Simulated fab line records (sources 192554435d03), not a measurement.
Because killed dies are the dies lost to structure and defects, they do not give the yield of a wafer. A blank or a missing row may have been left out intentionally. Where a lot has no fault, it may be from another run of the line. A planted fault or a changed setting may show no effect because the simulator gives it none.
Lot-split experiment / flow n5-finfet / on a route of 1938 steps: 7 lots, 39 wafers read

== SPLIT DETAILS ==
At N5_DUMMY_GATE_ETCH_37 (etches SOC in N2/H2, target depth 60 nm, overetch 30 nm), the setting source-w was moved away from the recipe's 840 W on 15 of the 39 wafers read, by -15.8% to +13.7%. All remaining wafers had this setting at the recipe value.

The reading is taken at the split's own step.

== THE READING ==
rf-vpp-V, in V, at N5_DUMMY_GATE_ETCH_37 (etches SOC in N2/H2, target depth 60 nm, overetch 30 nm). On this fab line, fault-free wafers typically give 524.7 V with a standard deviation of 1.8 V.

wafer=L074.1; tool, chamber at the split=rie-diel-04, 3; source-w as run, W=763.6; against the recipe=-9.1%; rf-vpp-V, V=543.4; against lot-mates on the recipe=+17.7
wafer=L074.2; tool, chamber at the split=rie-diel-04, 0; source-w as run, W=763.6; against the recipe=-9.1%; rf-vpp-V, V=541.7; against lot-mates on the recipe=+16.0
wafer=L074.3; tool, chamber at the split=rie-diel-04, 1; source-w as run, W=840; against the recipe=recipe; rf-vpp-V, V=528.3; against lot-mates on the recipe=-
wafer=L074.4; tool, chamber at the split=rie-diel-04, 2; source-w as run, W=840; against the recipe=recipe; rf-vpp-V, V=521.6; against lot-mates on the recipe=-
wafer=L074.5; tool, chamber at the split=rie-diel-04, 1; source-w as run, W=763.6; against the recipe=-9.1%; rf-vpp-V, V=545.5; against lot-mates on the recipe=+19.8
wafer=L074.6; tool, chamber at the split=rie-diel-04, 0; source-w as run, W=840; against the recipe=recipe; rf-vpp-V, V=527.1; against lot-mates on the recipe=-
wafer=L075.2; tool, chamber at the split=rie-diel-06, 3; source-w as run, W=840; against the recipe=recipe; rf-vpp-V, V=524.3; against lot-mates on the recipe=-
wafer=L075.3; tool, chamber at the split=rie-diel-06, 1; source-w as run, W=840; against the recipe=recipe; rf-vpp-V, V=526.0; against lot-mates on the recipe=-
wafer=L075.6; tool, chamber at the split=rie-diel-06, 3; source-w as run, W=840; against the recipe=recipe; rf-vpp-V, V=522.1; against lot-mates on the recipe=-
wafer=L078.1; tool, chamber at the split=rie-diel-04, 1; source-w as run, W=735.5; against the recipe=-12.4%; rf-vpp-V, V=549.9; against lot-mates on the recipe=+25.2
wafer=L078.2; tool, chamber at the split=rie-diel-04, 0; source-w as run, W=840; against the recipe=recipe; rf-vpp-V, V=525.3; against lot-mates on the recipe=-
wafer=L078.3; tool, chamber at the split=rie-diel-04, 3; source-w as run, W=735.5; against the recipe=-12.4%; rf-vpp-V, V=547.9; against lot-mates on the recipe=+23.2
wafer=L078.4; tool, chamber at the split=rie-diel-04, 2; source-w as run, W=840; against the recipe=recipe; rf-vpp-V, V=522.9; against lot-mates on the recipe=-
wafer=L078.5; tool, chamber at the split=rie-diel-04, 3; source-w as run, W=840; against the recipe=recipe; rf-vpp-V, V=525.9; against lot-mates on the recipe=-
wafer=L078.6; tool, chamber at the split=rie-diel-04, 0; source-w as run, W=735.5; against the recipe=-12.4%; rf-vpp-V, V=548.4; against lot-mates on the recipe=+23.7
wafer=L082.1; tool, chamber at the split=rie-diel-04, 0; source-w as run, W=840; against the recipe=recipe; rf-vpp-V, V=525.6; against lot-mates on the recipe=-
wafer=L082.2; tool, chamber at the split=rie-diel-04, 3; source-w as run, W=840; against the recipe=recipe; rf-vpp-V, V=523.7; against lot-mates on the recipe=-
wafer=L082.3; tool, chamber at the split=rie-diel-04, 1; source-w as run, W=707.1; against the recipe=-15.8%; rf-vpp-V, V=557.3; against lot-mates on the recipe=+33.9
wafer=L082.4; tool, chamber at the split=rie-diel-04, 2; source-w as run, W=707.1; against the recipe=-15.8%; rf-vpp-V, V=552.6; against lot-mates on the recipe=+29.2
wafer=L082.5; tool, chamber at the split=rie-diel-04, 2; source-w as run, W=840; against the recipe=recipe; rf-vpp-V, V=521.0; against lot-mates on the recipe=-
wafer=L082.6; tool, chamber at the split=rie-diel-04, 1; source-w as run, W=707.1; against the recipe=-15.8%; rf-vpp-V, V=557.8; against lot-mates on the recipe=+34.4
wafer=L083.1; tool, chamber at the split=rie-diel-04, 0; source-w as run, W=955.4; against the recipe=+13.7%; rf-vpp-V, V=503.3; against lot-mates on the recipe=-21.4
wafer=L083.2; tool, chamber at the split=rie-diel-04, 2; source-w as run, W=840; against the recipe=recipe; rf-vpp-V, V=522.8; against lot-mates on the recipe=-
wafer=L083.3; tool, chamber at the split=rie-diel-04, 1; source-w as run, W=840; against the recipe=recipe; rf-vpp-V, V=525.3; against lot-mates on the recipe=-
wafer=L083.4; tool, chamber at the split=rie-diel-04, 3; source-w as run, W=955.4; against the recipe=+13.7%; rf-vpp-V, V=502.2; against lot-mates on the recipe=-22.5
wafer=L083.5; tool, chamber at the split=rie-diel-04, 0; source-w as run, W=840; against the recipe=recipe; rf-vpp-V, V=526.0; against lot-mates on the recipe=-
wafer=L083.6; tool, chamber at the split=rie-diel-04, 3; source-w as run, W=955.4; against the recipe=+13.7%; rf-vpp-V, V=502.5; against lot-mates on the recipe=-22.2
wafer=L096.1; tool, chamber at the split=rie-diel-06, 2; source-w as run, W=773.8; against the recipe=-7.9%; rf-vpp-V, V=538.6; against lot-mates on the recipe=+14.5
wafer=L096.2; tool, chamber at the split=rie-diel-06, 1; source-w as run, W=840; against the recipe=recipe; rf-vpp-V, V=526.8; against lot-mates on the recipe=-
wafer=L096.3; tool, chamber at the split=rie-diel-06, 0; source-w as run, W=840; against the recipe=recipe; rf-vpp-V, V=522.1; against lot-mates on the recipe=-
wafer=L096.4; tool, chamber at the split=rie-diel-06, 3; source-w as run, W=840; against the recipe=recipe; rf-vpp-V, V=523.5; against lot-mates on the recipe=-
wafer=L096.5; tool, chamber at the split=rie-diel-06, 3; source-w as run, W=773.8; against the recipe=-7.9%; rf-vpp-V, V=535.9; against lot-mates on the recipe=+11.8
wafer=L096.6; tool, chamber at the split=rie-diel-06, 0; source-w as run, W=773.8; against the recipe=-7.9%; rf-vpp-V, V=536.8; against lot-mates on the recipe=+12.7
wafer=L097.1; tool, chamber at the split=rie-diel-06, 1; source-w as run, W=840; against the recipe=recipe; rf-vpp-V, V=525.9; against lot-mates on the recipe=-
wafer=L097.2; tool, chamber at the split=rie-diel-06, 2; source-w as run, W=840; against the recipe=recipe; rf-vpp-V, V=524.3; against lot-mates on the recipe=-
wafer=L097.3; tool, chamber at the split=rie-diel-06, 0; source-w as run, W=840; against the recipe=recipe; rf-vpp-V, V=524.6; against lot-mates on the recipe=-
wafer=L097.4; tool, chamber at the split=rie-diel-06, 3; source-w as run, W=840; against the recipe=recipe; rf-vpp-V, V=522.2; against lot-mates on the recipe=-
wafer=L097.5; tool, chamber at the split=rie-diel-06, 2; source-w as run, W=840; against the recipe=recipe; rf-vpp-V, V=524.4; against lot-mates on the recipe=-
wafer=L097.6; tool, chamber at the split=rie-diel-06, 3; source-w as run, W=840; against the recipe=recipe; rf-vpp-V, V=522.6; against lot-mates on the recipe=-

FIT RESULTS
A straight line over all 39 wafers: rf-vpp-V changes by -1.83 V for each +1% of source-w; r = -0.99; the points scatter about the line by 2.3 V.
The same after taking each lot's own level away (the mean of its wafers on the recipe; 39 wafers): -1.84 V for each +1%; r = -0.99; scatter 2.2 V.
That fit puts the effect of the largest move of source-w on the reading at 29 V.
From 523.43 to 525.67 V: that is the span of the lots' own levels, equal to 1.2 times the standard deviation above.
The two slopes agree, so the slope changes little with the lot-to-lot level.
Check: with one of the wafers moved furthest among these (-15.8%) left out of the fit, the line predicts +29.2 V for it against its lot-mates. It came out at +33.9 V against them.
Tool readings at the split's step, against how far the setting was moved: rf-vpp-V r = -0.99.

== THE OTHER SPLITS THESE WAFERS WENT THROUGH ==
Note: prior to the reading, these wafers also went through further splits. Each is held against what the fit with the lots' levels taken away leaves over:
other split on the same wafers=N5_PMOS_HMC_CHANNEL_EPI_EPI_20 pressure-torr; wafers away from the commonest value=24; r with rf-vpp-V (lot level and that fit taken away)=-0.18

== FILE'S OWN FIT ==
rf-vpp-V changes by -1.87 V for each +1% of source-w, r = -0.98.
